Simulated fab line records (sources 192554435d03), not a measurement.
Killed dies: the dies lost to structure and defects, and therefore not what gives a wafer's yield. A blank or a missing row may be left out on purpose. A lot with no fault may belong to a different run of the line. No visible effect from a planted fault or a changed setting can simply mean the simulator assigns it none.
Chamber matching	flow n5 finfet	4 sister chambers for N5_ILD0_CMP_07 on cmp-03
The step polishes SiO2 flowable, stops on poly-Si, t overpolish 1.18 s, target thk 138.88 nm. 4 wafers are shown with their chamber, then 7 later ones without.

## WAFERS PAIRED WITH THEIR CHAMBERS
wafer	chamber	motor current A (A)
L088.2	3	14.2
L092.5	2	12.8
L093.1	0	12.3
L093.3	1	11.2

## WAFERS WHOSE CHAMBER IS MISSING
wafer	motor current A (A)
L093.6	13.5
L094.2	13.2
L094.3	13.7
L094.5	13.2
L095.3	14.3
L095.4	12.9
L095.5	12.4

## EACH ONE'S CHAMBER
wafer	from the rows above	in truth
L093.6	can't be placed: 2 or 3 or 0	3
L094.2	can't be placed: 2 or 0 or 3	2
L094.3	can't be placed: 3 or 2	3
L094.5	can't be placed: 2 or 0 or 3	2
L095.3	3	3
L095.4	can't be placed: 2 or 0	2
L095.5	can't be placed: 0 or 2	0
Placed correctly: 1 of 7. These rows do not allow placing 6 (true chamber among the candidates in 6). 0 placed wrongly.
How it was worked out, from the rows above alone: a wafer's distance from a chamber is the root of the sum, over the readings, of the square of ((its reading less the chamber's mean) divided by the reading's scatter). If the next closest chamber is less than 2 further off than the closest, the wafer can't be placed; otherwise it belongs to the closest. Each chamber's mean is taken over the wafers shown for it. The scatter: root of mean squared gap, hidden wafer to nearest shown wafer, with one shown wafer a chamber.
